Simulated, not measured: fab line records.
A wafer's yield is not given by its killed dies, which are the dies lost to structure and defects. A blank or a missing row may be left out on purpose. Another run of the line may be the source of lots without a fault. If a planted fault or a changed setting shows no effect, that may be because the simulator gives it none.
8D (eight disciplines) problem report, filled in by code ; flow n5Finfet ; the parts of the form that need people (team, actions taken, sign-off) are left out

## 1. WHAT IS WRONG
etchRfOnTimeS at N5_BEOL_M9_ETCH_61 reads a mean of 72.0 s on 2 wafers of 2 lots; wafers without a fault read 65.2 s with a standard deviation of 1.6. That is +4.2 standard deviations from the usual mean.
The step: etches SiARC in CF4, target depth 39 nm, time 65 s.
Seen first at day 14 05:14 on rieDiel-03, wafer L600.1. At this step, 32 wafers from 11 lots have a number in the record. Rule for "out", or "out of limits": more than 4 standard deviations from the usual mean. Any other wafer with a number is counted as sound.

## 2. WHAT IT IS, AND WHAT IT ISN'T
question;is;is not
which readings at this step;etchRfOnTimeS;drypumpMotorCurrentA, oesProductAu, rfVppV, showerheadPlenumPTorr, throttleValvePct
which lots;L600, L601;L586, L587, L589, L590, L592, L594, L602, L603, L605
which wafers of those lots;L600.1, L601.5;L600.3, L600.4, L601.4
read on which tools;rieDiel-03;rieDiel-01, rieDiel-04
when;from day 14 05:14;"up to then (20 sound wafers); but 10 sound wafers of L601, L602, L603, L605 came after"

## 3. WHAT RULES OUT EACH SUSPECT
Counting: any tool at a process step up to the reading remains a suspect provided it ran every lot that is out. Sound lots after the first of them don't rule it out here, since some wafers of a struck lot are sound.
- rieDiel-03 at N5_BEOL_M9_ETCH_61 (etches SiARC in CF4, target depth 39 nm, time 65 s): kept. Ran every lot that is out, first one L600 (day 14 05:14); last sound lot up to then L592 (day 12 06:14). Its own etchRfOnTimeS readings are out on those wafers.
The count leaves rieDiel-03 at N5_BEOL_M9_ETCH_61.

## 4. THE CAUSE (what the simulator had put in)
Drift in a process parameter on rieDiel-03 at N5_BEOL_M9_ETCH_61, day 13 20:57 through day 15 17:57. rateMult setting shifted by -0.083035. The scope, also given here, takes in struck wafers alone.
After counting, this tool was the only one left.

## 5. SEQUENCE OF EFFECTS, ordered by route
One row per reading whose mean, taken over the struck wafers that have a number, lies over 3 standard deviations from the usual. Only readings for which the record gives a usual standard deviation are gone through. hours: the time from each lot's start at the first step in this table that gives one to its start at this step, as a median over the lots. sigmas: the change in usual standard deviations.
hours;step;reading;usual;on struck wafers;change;sigmas
0;N5_BEOL_M9_ETCH_61;etchRfOnTimeS;65.2 s;72.0;+6.8;+4.2
It contains these process steps:
- N5_BEOL_M9_ETCH_61: etches SiARC in CF4, target depth 39 nm, time 65 s.

## 6. HOW IT WOULD HAVE BEEN CAUGHT EARLIER
8 hours passed between the start of the fault at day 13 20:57 and the first reading out of limits in this record, taken at day 14 05:14.
